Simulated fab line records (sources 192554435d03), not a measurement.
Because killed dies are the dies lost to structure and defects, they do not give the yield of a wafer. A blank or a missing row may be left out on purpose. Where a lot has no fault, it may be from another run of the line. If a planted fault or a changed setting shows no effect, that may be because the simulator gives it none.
Which tool was responsible? / flow n5Finfet / Sampling: 24 lots, 72 wafers, 6 of 1938 route steps

== WHAT THE GAUGES SHOWED, per wafer ==
N5_BEOL_M1_OVL_MEAS_12.
lot=L074; measured=day 6 01:32; on=overlay-02; M1_OVL (nm)=0.2 -0.5 -0.8
lot=L075; measured=day 6 05:13; on=overlay-01; M1_OVL (nm)=-1.4 -1.5 -1.8
lot=L076; measured=day 6 08:17; on=overlay-02; M1_OVL (nm)=-1.0 0.4 0.2
lot=L078; measured=day 6 23:38; on=overlay-02; M1_OVL (nm)=-0.1 0.4 0.1
lot=L077; measured=day 6 23:55; on=overlay-01; M1_OVL (nm)=0.4 0.1 0.2
lot=L079; measured=day 7 12:59; on=overlay-01; M1_OVL (nm)=-0.3 -0.4 -0.2
lot=L080; measured=day 8 02:34; on=overlay-01; M1_OVL (nm)=0.4 0.0 -0.4
lot=L081; measured=day 8 02:52; on=overlay-01; M1_OVL (nm)=-0.9 -1.1 -1.0
lot=L082; measured=day 8 10:00; on=overlay-02; M1_OVL (nm)=0.6 0.1 1.2
lot=L083; measured=day 8 17:49; on=overlay-01; M1_OVL (nm)=1.0 0.0 0.9
lot=L085; measured=day 8 17:55; on=overlay-02; M1_OVL (nm)=-0.5 0.6 -0.7
lot=L084; measured=day 8 21:54; on=overlay-02; M1_OVL (nm)=0.6 -0.7 -0.1
lot=L086; measured=day 9 01:29; on=overlay-02; M1_OVL (nm)=-0.1 -0.6 -0.6
lot=L088; measured=day 9 14:31; on=overlay-02; M1_OVL (nm)=1.3 1.0 0.8
lot=L087; measured=day 9 20:01; on=overlay-01; M1_OVL (nm)=-0.4 0.3 0.2
lot=L089; measured=day 10 04:46; on=overlay-02; M1_OVL (nm)=-0.2 -1.0 -0.3
lot=L090; measured=day 10 10:34; on=overlay-02; M1_OVL (nm)=0.8 0.0 -0.4
lot=L091; measured=day 10 17:29; on=overlay-02; M1_OVL (nm)=0.3 0.1 -0.5
lot=L092; measured=day 11 04:28; on=overlay-01; M1_OVL (nm)=0.2 0.4 -0.4
lot=L094; measured=day 11 04:42; on=overlay-01; M1_OVL (nm)=-0.2 -0.4 -0.4
lot=L093; measured=day 11 09:33; on=overlay-02; M1_OVL (nm)=0.3 -0.2 0.2
lot=L096; measured=day 11 13:16; on=overlay-01; M1_OVL (nm)=-0.7 -0.4 0.3
lot=L095; measured=day 11 14:03; on=overlay-01; M1_OVL (nm)=-0.3 -0.4 -0.9
lot=L097; measured=day 11 23:29; on=overlay-02; M1_OVL (nm)=0.1 0.2 0.4

N5_BEOL_M1_INSPECT_30: inspects for defects (brightfield).
lot=L074; measured=day 6 02:35; on=defectInspect-02; rawDefectCount=286 283 328
lot=L075; measured=day 6 06:17; on=defectInspect-02; rawDefectCount=361 490 523
lot=L076; measured=day 6 09:13; on=defectInspect-02; rawDefectCount=351 323 329
lot=L078; measured=day 7 00:39; on=defectInspect-02; rawDefectCount=433 350 629
lot=L077; measured=day 7 01:01; on=defectInspect-01; rawDefectCount=361 369 323
lot=L079; measured=day 7 14:04; on=defectInspect-02; rawDefectCount=546 521 646
lot=L080; measured=day 8 03:43; on=defectInspect-02; rawDefectCount=387 457 393
lot=L081; measured=day 8 04:39; on=defectInspect-02; rawDefectCount=361 380 375
lot=L082; measured=day 8 10:56; on=defectInspect-01; rawDefectCount=476 420 322
lot=L083; measured=day 8 18:50; on=defectInspect-02; rawDefectCount=357 422 358
lot=L085; measured=day 8 18:57; on=defectInspect-01; rawDefectCount=354 382 363
lot=L084; measured=day 8 22:50; on=defectInspect-02; rawDefectCount=567 547 441
lot=L086; measured=day 9 02:26; on=defectInspect-02; rawDefectCount=389 449 436
lot=L088; measured=day 9 15:26; on=defectInspect-02; rawDefectCount=406 476 520
lot=L087; measured=day 9 20:58; on=defectInspect-02; rawDefectCount=526 476 462
lot=L089; measured=day 10 06:16; on=defectInspect-01; rawDefectCount=352 448 438
lot=L090; measured=day 10 12:00; on=defectInspect-01; rawDefectCount=320 443 422
lot=L091; measured=day 10 18:55; on=defectInspect-01; rawDefectCount=381 365 446
lot=L092; measured=day 11 05:43; on=defectInspect-01; rawDefectCount=472 366 460
lot=L094; measured=day 11 06:04; on=defectInspect-02; rawDefectCount=332 487 597
lot=L093; measured=day 11 10:36; on=defectInspect-02; rawDefectCount=372 514 411
lot=L096; measured=day 11 14:19; on=defectInspect-02; rawDefectCount=355 381 304
lot=L095; measured=day 11 15:07; on=defectInspect-02; rawDefectCount=371 319 416
lot=L097; measured=day 12 00:40; on=defectInspect-01; rawDefectCount=295 284 432

== EACH LOT AND THE TOOL THAT RAN IT (in order: tool; ch and the chambers of the sampled wafers; start) ==
lot=L074; N5_BEOL_M0_STRIP_142=rieDiel-05 ch 0,1,2, day 5 19:57; N5_BEOL_M0_PRE_CLEAN_113=pvdSputter-03, day 5 20:27; N5_BEOL_M0_ANNEAL_133=pvdSputter-03, day 5 23:05; N5_BEOL_M1_DESCUM_16=rieDiel-03 ch 0,2,3, day 6 01:38
lot=L075; N5_BEOL_M0_STRIP_142=rieDiel-06 ch 1,3, day 6 00:05; N5_BEOL_M0_PRE_CLEAN_113=pvdSputter-01, day 6 01:01; N5_BEOL_M0_ANNEAL_133=pvdSputter-01, day 6 02:15; N5_BEOL_M1_DESCUM_16=rieDiel-03 ch 0,2, day 6 05:19
lot=L076; N5_BEOL_M0_STRIP_142=rieDiel-05 ch 1,2,3, day 6 00:56; N5_BEOL_M0_PRE_CLEAN_113=pvdSputter-01, day 6 01:46; N5_BEOL_M0_ANNEAL_133=pvdSputter-03, day 6 04:18; N5_BEOL_M1_DESCUM_16=rieDiel-03 ch 0,2,3, day 6 08:22
lot=L078; N5_BEOL_M0_STRIP_142=rieDiel-06 ch 1,2, day 6 13:57; N5_BEOL_M0_PRE_CLEAN_113=pvdSputter-03, day 6 19:44; N5_BEOL_M0_ANNEAL_133=pvdSputter-03, day 6 21:06; N5_BEOL_M1_DESCUM_16=rieDiel-01 ch 0,2,3, day 6 23:44
lot=L077; N5_BEOL_M0_STRIP_142=rieDiel-06 ch 1,3, day 6 14:19; N5_BEOL_M0_PRE_CLEAN_113=pvdSputter-03, day 6 20:08; N5_BEOL_M0_ANNEAL_133=pvdSputter-03, day 6 21:32; N5_BEOL_M1_DESCUM_16=rieDiel-01 ch 1,2,3, day 7 00:01
lot=L079; N5_BEOL_M0_STRIP_142=rieDiel-04 ch 1,2,3, day 7 06:48; N5_BEOL_M0_PRE_CLEAN_113=pvdSputter-01, day 7 07:21; N5_BEOL_M0_ANNEAL_133=pvdSputter-01, day 7 09:48; N5_BEOL_M1_DESCUM_16=rieDiel-01 ch 0,1,3, day 7 13:07
lot=L080; N5_BEOL_M0_STRIP_142=rieDiel-04 ch 0,1,3, day 7 18:55; N5_BEOL_M0_PRE_CLEAN_113=pvdSputter-01, day 7 20:13; N5_BEOL_M0_ANNEAL_133=pvdSputter-02, day 7 20:59; N5_BEOL_M1_DESCUM_16=rieDiel-03 ch 0,1,2, day 8 02:46
lot=L081; N5_BEOL_M0_STRIP_142=rieDiel-05 ch 0,2,3, day 7 19:32; N5_BEOL_M0_PRE_CLEAN_113=pvdSputter-01, day 7 20:40; N5_BEOL_M0_ANNEAL_133=pvdSputter-01, day 7 21:22; N5_BEOL_M1_DESCUM_16=rieDiel-02 ch 1,2,3, day 8 03:44
lot=L082; N5_BEOL_M0_STRIP_142=rieDiel-04 ch 0,2,3, day 8 05:35; N5_BEOL_M0_PRE_CLEAN_113=pvdSputter-01, day 8 06:20; N5_BEOL_M0_ANNEAL_133=pvdSputter-03, day 8 07:41; N5_BEOL_M1_DESCUM_16=rieDiel-02 ch 0,2,3, day 8 10:05
lot=L083; N5_BEOL_M0_STRIP_142=rieDiel-06 ch 1,2,3, day 8 12:58; N5_BEOL_M0_PRE_CLEAN_113=pvdSputter-02, day 8 14:01; N5_BEOL_M0_ANNEAL_133=pvdSputter-03, day 8 14:54; N5_BEOL_M1_DESCUM_16=rieDiel-03 ch 0,1,3, day 8 17:56
lot=L085; N5_BEOL_M0_STRIP_142=rieDiel-06 ch 0,1,3, day 8 13:10; N5_BEOL_M0_PRE_CLEAN_113=pvdSputter-03, day 8 14:03; N5_BEOL_M0_ANNEAL_133=pvdSputter-02, day 8 14:58; N5_BEOL_M1_DESCUM_16=rieDiel-02 ch 0,2,3, day 8 18:05
lot=L084; N5_BEOL_M0_STRIP_142=rieDiel-04 ch 1,2,3, day 8 16:58; N5_BEOL_M0_PRE_CLEAN_113=pvdSputter-03, day 8 17:43; N5_BEOL_M0_ANNEAL_133=pvdSputter-03, day 8 18:36; N5_BEOL_M1_DESCUM_16=rieDiel-03 ch 0,1,3, day 8 22:00
lot=L086; N5_BEOL_M0_STRIP_142=rieDiel-05 ch 0,1, day 8 21:34; N5_BEOL_M0_PRE_CLEAN_113=pvdSputter-03, day 8 22:42; N5_BEOL_M0_ANNEAL_133=pvdSputter-03, day 8 23:32; N5_BEOL_M1_DESCUM_16=rieDiel-02 ch 0,1, day 9 01:35
lot=L088; N5_BEOL_M0_STRIP_142=rieDiel-06 ch 1,2,3, day 9 08:29; N5_BEOL_M0_PRE_CLEAN_113=pvdSputter-01, day 9 09:25; N5_BEOL_M0_ANNEAL_133=pvdSputter-03, day 9 11:53; N5_BEOL_M1_DESCUM_16=rieDiel-01 ch 0,1,3, day 9 14:36
lot=L087; N5_BEOL_M0_STRIP_142=rieDiel-05 ch 0,2, day 9 14:05; N5_BEOL_M0_PRE_CLEAN_113=pvdSputter-01, day 9 14:59; N5_BEOL_M0_ANNEAL_133=pvdSputter-02, day 9 17:23; N5_BEOL_M1_DESCUM_16=rieDiel-01 ch 0,3, day 9 20:06
lot=L089; N5_BEOL_M0_STRIP_142=rieDiel-06 ch 0,1, day 9 22:59; N5_BEOL_M0_PRE_CLEAN_113=pvdSputter-01, day 10 00:01; N5_BEOL_M0_ANNEAL_133=pvdSputter-02, day 10 02:27; N5_BEOL_M1_DESCUM_16=rieDiel-01 ch 0,2, day 10 05:07
lot=L090; N5_BEOL_M0_STRIP_142=rieDiel-06 ch 1,2,3, day 10 04:38; N5_BEOL_M0_PRE_CLEAN_113=pvdSputter-03, day 10 07:25; N5_BEOL_M0_ANNEAL_133=pvdSputter-03, day 10 08:19; N5_BEOL_M1_DESCUM_16=rieDiel-01 ch 1,2,3, day 10 11:04
lot=L091; N5_BEOL_M0_STRIP_142=rieDiel-05 ch 2,3, day 10 12:19; N5_BEOL_M0_PRE_CLEAN_113=pvdSputter-01, day 10 13:07; N5_BEOL_M0_ANNEAL_133=pvdSputter-01, day 10 14:14; N5_BEOL_M1_DESCUM_16=rieDiel-03 ch 0,1,3, day 10 17:56
lot=L092; N5_BEOL_M0_STRIP_142=rieDiel-06 ch 0,2,3, day 10 22:27; N5_BEOL_M0_PRE_CLEAN_113=pvdSputter-03, day 10 23:09; N5_BEOL_M0_ANNEAL_133=pvdSputter-02, day 11 01:08; N5_BEOL_M1_DESCUM_16=rieDiel-03 ch 1,2,3, day 11 04:44
lot=L094; N5_BEOL_M0_STRIP_142=rieDiel-06 ch 0,1,2, day 10 23:11; N5_BEOL_M0_PRE_CLEAN_113=pvdSputter-01, day 11 01:20; N5_BEOL_M0_ANNEAL_133=pvdSputter-02, day 11 02:02; N5_BEOL_M1_DESCUM_16=rieDiel-03 ch 1,2,3, day 11 05:01
lot=L093; N5_BEOL_M0_STRIP_142=rieDiel-06 ch 0,2,3, day 11 01:48; N5_BEOL_M0_PRE_CLEAN_113=pvdSputter-01, day 11 02:31; N5_BEOL_M0_ANNEAL_133=pvdSputter-01, day 11 03:34; N5_BEOL_M1_DESCUM_16=rieDiel-02 ch 1,2,3, day 11 09:38
lot=L096; N5_BEOL_M0_STRIP_142=rieDiel-06 ch 2,3, day 11 09:05; N5_BEOL_M0_PRE_CLEAN_113=pvdSputter-01, day 11 09:36; N5_BEOL_M0_ANNEAL_133=pvdSputter-02, day 11 10:35; N5_BEOL_M1_DESCUM_16=rieDiel-02 ch 0,1,2, day 11 13:21
lot=L095; N5_BEOL_M0_STRIP_142=rieDiel-05 ch 0,1, day 11 09:10; N5_BEOL_M0_PRE_CLEAN_113=pvdSputter-03, day 11 09:53; N5_BEOL_M0_ANNEAL_133=pvdSputter-03, day 11 12:10; N5_BEOL_M1_DESCUM_16=rieDiel-01 ch 1,3, day 11 14:09
lot=L097; N5_BEOL_M0_STRIP_142=rieDiel-05 ch 0,1, day 11 17:58; N5_BEOL_M0_PRE_CLEAN_113=pvdSputter-03, day 11 19:26; N5_BEOL_M0_ANNEAL_133=pvdSputter-03, day 11 20:25; N5_BEOL_M1_DESCUM_16=rieDiel-03 ch 0,2, day 11 23:42
- N5_BEOL_M0_STRIP_142: strips in N2/H2, time 10 s.
- N5_BEOL_M0_PRE_CLEAN_113: time 30 s.
- N5_BEOL_M0_ANNEAL_133: time 60 s.
- N5_BEOL_M1_DESCUM_16: chemistry O2, time 7 s.

== AS READ BY THE TOOLS THEMSELVES (means over the sampled wafers that have a number; for cases with no such wafer, the mark the record gives instead) ==
N5_BEOL_M0_STRIP_142.
lot=L074; tool=rieDiel-05; drypumpMotorCurrentA (A)=5.8; oesProductAu (a.u.)=0.86; rfVppV (V)=59.1; showerheadPlenumPTorr (Torr)=2.61; throttleValvePct (%)=23.4
lot=L075; tool=rieDiel-06; drypumpMotorCurrentA (A)=5.5; oesProductAu (a.u.)=0.81; rfVppV (V)=59.5; showerheadPlenumPTorr (Torr)=2.67; throttleValvePct (%)=23.7
lot=L076; tool=rieDiel-05; drypumpMotorCurrentA (A)=5.7; oesProductAu (a.u.)=0.79; rfVppV (V)=59.0; showerheadPlenumPTorr (Torr)=2.58; throttleValvePct (%)=23.3
lot=L078; tool=rieDiel-06; drypumpMotorCurrentA (A)=6.3; oesProductAu (a.u.)=0.82; rfVppV (V)=60.0; showerheadPlenumPTorr (Torr)=2.61; throttleValvePct (%)=23.3
lot=L077; tool=rieDiel-06; drypumpMotorCurrentA (A)=5.5; oesProductAu (a.u.)=0.80; rfVppV (V)=59.4; showerheadPlenumPTorr (Torr)=2.67; throttleValvePct (%)=23.7
lot=L079; tool=rieDiel-04; drypumpMotorCurrentA (A)=6.1; oesProductAu (a.u.)=0.79; rfVppV (V)=59.4; showerheadPlenumPTorr (Torr)=2.65; throttleValvePct (%)=23.7
lot=L080; tool=rieDiel-04; drypumpMotorCurrentA (A)=5.7; oesProductAu (a.u.)=0.80; rfVppV (V)=60.0; showerheadPlenumPTorr (Torr)=2.55; throttleValvePct (%)=23.5
lot=L081; tool=rieDiel-05; drypumpMotorCurrentA (A)=5.8; oesProductAu (a.u.)=0.81; rfVppV (V)=58.8; showerheadPlenumPTorr (Torr)=2.58; throttleValvePct (%)=22.9
lot=L082; tool=rieDiel-04; drypumpMotorCurrentA (A)=5.9; oesProductAu (a.u.)=0.84; rfVppV (V)=59.8; showerheadPlenumPTorr (Torr)=2.58; throttleValvePct (%)=23.6
lot=L083; tool=rieDiel-06; drypumpMotorCurrentA (A)=5.8; oesProductAu (a.u.)=0.87; rfVppV (V)=59.9; showerheadPlenumPTorr (Torr)=2.60; throttleValvePct (%)=23.4
lot=L085; tool=rieDiel-06; drypumpMotorCurrentA (A)=5.9; oesProductAu (a.u.)=0.77; rfVppV (V)=58.9; showerheadPlenumPTorr (Torr)=2.65; throttleValvePct (%)=23.8
lot=L084; tool=rieDiel-04; drypumpMotorCurrentA (A)=6.1; oesProductAu (a.u.)=0.78; rfVppV (V)=59.1; showerheadPlenumPTorr (Torr)=2.64; throttleValvePct (%)=23.7
lot=L086; tool=rieDiel-05; drypumpMotorCurrentA (A)=5.9; oesProductAu (a.u.)=0.79; rfVppV (V)=60.9; showerheadPlenumPTorr (Torr)=2.65; throttleValvePct (%)=23.7
lot=L088; tool=rieDiel-06; drypumpMotorCurrentA (A)=5.8; oesProductAu (a.u.)=0.85; rfVppV (V)=59.9; showerheadPlenumPTorr (Torr)=2.59; throttleValvePct (%)=23.4
lot=L087; tool=rieDiel-05; drypumpMotorCurrentA (A)=5.7; oesProductAu (a.u.)=0.84; rfVppV (V)=58.2; showerheadPlenumPTorr (Torr)=2.53; throttleValvePct (%)=23.2
lot=L089; tool=rieDiel-06; drypumpMotorCurrentA (A)=6.4; oesProductAu (a.u.)=0.76; rfVppV (V)=59.5; showerheadPlenumPTorr (Torr)=2.64; throttleValvePct (%)=23.8
lot=L090; tool=rieDiel-06; drypumpMotorCurrentA (A)=5.8; oesProductAu (a.u.)=0.84; rfVppV (V)=59.7; showerheadPlenumPTorr (Torr)=2.59; throttleValvePct (%)=23.4
lot=L091; tool=rieDiel-05; drypumpMotorCurrentA (A)=5.5; oesProductAu (a.u.)=0.78; rfVppV (V)=59.2; showerheadPlenumPTorr (Torr)=2.51; throttleValvePct (%)=23.1
lot=L092; tool=rieDiel-06; drypumpMotorCurrentA (A)=5.7; oesProductAu (a.u.)=0.79; rfVppV (V)=59.0; showerheadPlenumPTorr (Torr)=2.58; throttleValvePct (%)=23.7
lot=L094; tool=rieDiel-06; drypumpMotorCurrentA (A)=6.2; oesProductAu (a.u.)=0.83; rfVppV (V)=59.5; showerheadPlenumPTorr (Torr)=2.59; throttleValvePct (%)=23.4
lot=L093; tool=rieDiel-06; drypumpMotorCurrentA (A)=5.7; oesProductAu (a.u.)=0.79; rfVppV (V)=58.8; showerheadPlenumPTorr (Torr)=2.57; throttleValvePct (%)=23.7
lot=L096; tool=rieDiel-06; drypumpMotorCurrentA (A)=5.6; oesProductAu (a.u.)=0.87; rfVppV (V)=59.6; showerheadPlenumPTorr (Torr)=2.52; throttleValvePct (%)=23.3
lot=L095; tool=rieDiel-05; drypumpMotorCurrentA (A)=5.9; oesProductAu (a.u.)=0.76; rfVppV (V)=60.0; showerheadPlenumPTorr (Torr)=2.65; throttleValvePct (%)=23.8
lot=L097; tool=rieDiel-05; drypumpMotorCurrentA (A)=5.9; oesProductAu (a.u.)=0.77; rfVppV (V)=59.3; showerheadPlenumPTorr (Torr)=2.64; throttleValvePct (%)=23.8

N5_BEOL_M0_PRE_CLEAN_113.
lot=L074; tool=pvdSputter-03; heaterPowerW (W)=370
lot=L075; tool=pvdSputter-01; heaterPowerW (W)=375
lot=L076; tool=pvdSputter-01; heaterPowerW (W)=397
lot=L078; tool=pvdSputter-03; heaterPowerW (W)=385
lot=L077; tool=pvdSputter-03; heaterPowerW (W)=375
lot=L079; tool=pvdSputter-01; heaterPowerW (W)=369
lot=L080; tool=pvdSputter-01; heaterPowerW (W)=387
lot=L081; tool=pvdSputter-01; heaterPowerW (W)=400
lot=L082; tool=pvdSputter-01; heaterPowerW (W)=378
lot=L083; tool=pvdSputter-02; heaterPowerW (W)=339
lot=L085; tool=pvdSputter-03; heaterPowerW (W)=361
lot=L084; tool=pvdSputter-03; heaterPowerW (W)=364
lot=L086; tool=pvdSputter-03; heaterPowerW (W)=346
lot=L088; tool=pvdSputter-01; heaterPowerW (W)=396
lot=L087; tool=pvdSputter-01; heaterPowerW (W)=413
lot=L089; tool=pvdSputter-01; heaterPowerW (W)=385
lot=L090; tool=pvdSputter-03; heaterPowerW (W)=349
lot=L091; tool=pvdSputter-01; heaterPowerW (W)=359
lot=L092; tool=pvdSputter-03; heaterPowerW (W)=362
lot=L094; tool=pvdSputter-01; heaterPowerW (W)=360
lot=L093; tool=pvdSputter-01; heaterPowerW (W)=374
lot=L096; tool=pvdSputter-01; heaterPowerW (W)=387
lot=L095; tool=pvdSputter-03; heaterPowerW (W)=350
lot=L097; tool=pvdSputter-03; heaterPowerW (W)=352

N5_BEOL_M0_ANNEAL_133.
lot=L074; tool=pvdSputter-03; heaterPowerW (W)=862
lot=L075; tool=pvdSputter-01; heaterPowerW (W)=972
lot=L076; tool=pvdSputter-03; heaterPowerW (W)=914
lot=L078; tool=pvdSputter-03; heaterPowerW (W)=933
lot=L077; tool=pvdSputter-03; heaterPowerW (W)=931
lot=L079; tool=pvdSputter-01; heaterPowerW (W)=939
lot=L080; tool=pvdSputter-02; heaterPowerW (W)=857
lot=L081; tool=pvdSputter-01; heaterPowerW (W)=940
lot=L082; tool=pvdSputter-03; heaterPowerW (W)=864
lot=L083; tool=pvdSputter-03; heaterPowerW (W)=898
lot=L085; tool=pvdSputter-02; heaterPowerW (W)=830
lot=L084; tool=pvdSputter-03; heaterPowerW (W)=914
lot=L086; tool=pvdSputter-03; heaterPowerW (W)=927
lot=L088; tool=pvdSputter-03; heaterPowerW (W)=939
lot=L087; tool=pvdSputter-02; heaterPowerW (W)=865
lot=L089; tool=pvdSputter-02; heaterPowerW (W)=869
lot=L090; tool=pvdSputter-03; heaterPowerW (W)=907
lot=L091; tool=pvdSputter-01; heaterPowerW (W)=946
lot=L092; tool=pvdSputter-02; heaterPowerW (W)=868
lot=L094; tool=pvdSputter-02; heaterPowerW (W)=860
lot=L093; tool=pvdSputter-01; heaterPowerW (W)=1007
lot=L096; tool=pvdSputter-02; heaterPowerW (W)=850
lot=L095; tool=pvdSputter-03; heaterPowerW (W)=867
lot=L097; tool=pvdSputter-03; heaterPowerW (W)=951

N5_BEOL_M1_DESCUM_16.
lot=L074; tool=rieDiel-03; drypumpMotorCurrentA (A)=5.5; oesProductAu (a.u.)=0.74; rfVppV (V)=242.9; showerheadPlenumPTorr (Torr)=2.08; throttleValvePct (%)=20.79
lot=L075; tool=rieDiel-03; drypumpMotorCurrentA (A)=5.7; oesProductAu (a.u.)=0.71; rfVppV (V)=241.9; showerheadPlenumPTorr (Torr)=2.10; throttleValvePct (%)=20.97
lot=L076; tool=rieDiel-03; drypumpMotorCurrentA (A)=5.5; oesProductAu (a.u.)=0.75; rfVppV (V)=244.1; showerheadPlenumPTorr (Torr)=2.08; throttleValvePct (%)=20.79
lot=L078; tool=rieDiel-01; drypumpMotorCurrentA (A)=6.2; oesProductAu (a.u.)=0.74; rfVppV (V)=243.2; showerheadPlenumPTorr (Torr)=2.10; throttleValvePct (%)=20.51
lot=L077; tool=rieDiel-01; drypumpMotorCurrentA (A)=5.8; oesProductAu (a.u.)=0.74; rfVppV (V)=242.7; showerheadPlenumPTorr (Torr)=2.06; throttleValvePct (%)=20.54
lot=L079; tool=rieDiel-01; drypumpMotorCurrentA (A)=5.9; oesProductAu (a.u.)=0.74; rfVppV (V)=241.7; showerheadPlenumPTorr (Torr)=2.03; throttleValvePct (%)=20.62
lot=L080; tool=rieDiel-03; drypumpMotorCurrentA (A)=5.5; oesProductAu (a.u.)=0.71; rfVppV (V)=244.4; showerheadPlenumPTorr (Torr)=2.10; throttleValvePct (%)=20.90
lot=L081; tool=rieDiel-02; drypumpMotorCurrentA (A)=5.6; oesProductAu (a.u.)=0.78; rfVppV (V)=243.5; showerheadPlenumPTorr (Torr)=2.08; throttleValvePct (%)=20.50
lot=L082; tool=rieDiel-02; drypumpMotorCurrentA (A)=5.6; oesProductAu (a.u.)=0.84; rfVppV (V)=243.5; showerheadPlenumPTorr (Torr)=2.12; throttleValvePct (%)=20.30
lot=L083; tool=rieDiel-03; drypumpMotorCurrentA (A)=5.2; oesProductAu (a.u.)=0.72; rfVppV (V)=243.6; showerheadPlenumPTorr (Torr)=2.08; throttleValvePct (%)=20.72
lot=L085; tool=rieDiel-02; drypumpMotorCurrentA (A)=5.6; oesProductAu (a.u.)=0.83; rfVppV (V)=243.0; showerheadPlenumPTorr (Torr)=2.12; throttleValvePct (%)=20.29
lot=L084; tool=rieDiel-03; drypumpMotorCurrentA (A)=5.2; oesProductAu (a.u.)=0.72; rfVppV (V)=242.5; showerheadPlenumPTorr (Torr)=2.08; throttleValvePct (%)=20.73
lot=L086; tool=rieDiel-02; drypumpMotorCurrentA (A)=5.6; oesProductAu (a.u.)=0.81; rfVppV (V)=242.5; showerheadPlenumPTorr (Torr)=2.06; throttleValvePct (%)=20.54
lot=L088; tool=rieDiel-01; drypumpMotorCurrentA (A)=5.9; oesProductAu (a.u.)=0.73; rfVppV (V)=242.1; showerheadPlenumPTorr (Torr)=2.02; throttleValvePct (%)=20.64
lot=L087; tool=rieDiel-01; drypumpMotorCurrentA (A)=6.3; oesProductAu (a.u.)=0.72; rfVppV (V)=242.9; showerheadPlenumPTorr (Torr)=2.06; throttleValvePct (%)=20.62
lot=L089; tool=rieDiel-01; drypumpMotorCurrentA (A)=6.3; oesProductAu (a.u.)=0.73; rfVppV (V)=243.5; showerheadPlenumPTorr (Torr)=2.12; throttleValvePct (%)=20.29
lot=L090; tool=rieDiel-01; drypumpMotorCurrentA (A)=5.8; oesProductAu (a.u.)=0.73; rfVppV (V)=242.3; showerheadPlenumPTorr (Torr)=2.05; throttleValvePct (%)=20.58
lot=L091; tool=rieDiel-03; drypumpMotorCurrentA (A)=5.2; oesProductAu (a.u.)=0.70; rfVppV (V)=243.9; showerheadPlenumPTorr (Torr)=2.07; throttleValvePct (%)=20.75
lot=L092; tool=rieDiel-03; drypumpMotorCurrentA (A)=5.4; oesProductAu (a.u.)=0.77; rfVppV (V)=243.2; showerheadPlenumPTorr (Torr)=2.03; throttleValvePct (%)=20.68
lot=L094; tool=rieDiel-03; drypumpMotorCurrentA (A)=5.4; oesProductAu (a.u.)=0.77; rfVppV (V)=243.2; showerheadPlenumPTorr (Torr)=2.03; throttleValvePct (%)=20.67
lot=L093; tool=rieDiel-02; drypumpMotorCurrentA (A)=5.6; oesProductAu (a.u.)=0.76; rfVppV (V)=242.1; showerheadPlenumPTorr (Torr)=2.07; throttleValvePct (%)=20.51
lot=L096; tool=rieDiel-02; drypumpMotorCurrentA (A)=5.7; oesProductAu (a.u.)=0.80; rfVppV (V)=242.5; showerheadPlenumPTorr (Torr)=2.08; throttleValvePct (%)=20.43
lot=L095; tool=rieDiel-01; drypumpMotorCurrentA (A)=5.5; oesProductAu (a.u.)=0.73; rfVppV (V)=241.5; showerheadPlenumPTorr (Torr)=1.98; throttleValvePct (%)=20.69
lot=L097; tool=rieDiel-03; drypumpMotorCurrentA (A)=5.7; oesProductAu (a.u.)=0.85; rfVppV (V)=243.4; showerheadPlenumPTorr (Torr)=2.09; throttleValvePct (%)=20.71

== THE ANSWER, worked out from the rows above alone ==
Rule: usual is defined by the lots themselves. The widest of any qualifying gaps counts: lots, ordered by their means at a reading, are off when they make up no more than a third of the lots, leave a main group of 4 or more, and stand apart from it by 3 or more times the standard deviation of that group's means. The tables above print the reading to a certain number of digits; a main group whose means all agree to those digits is not used. A lot without any number at a reading at which 4 lots or more have one is off too. Where the step has rows for the other lots, those lots are counted as sound. Order of review: gauges by route order, followed by the tools' own readings, for which a lot's mean as printed above is used. The first step at which some lot is off is used, and at that step the reading that is off furthest; a lot without a number counts as furthest.
Across all readings shown, no lot is off: no conclusion can be drawn from this.

== WHAT HAD BEEN PUT IN BY THE SIMULATOR ==
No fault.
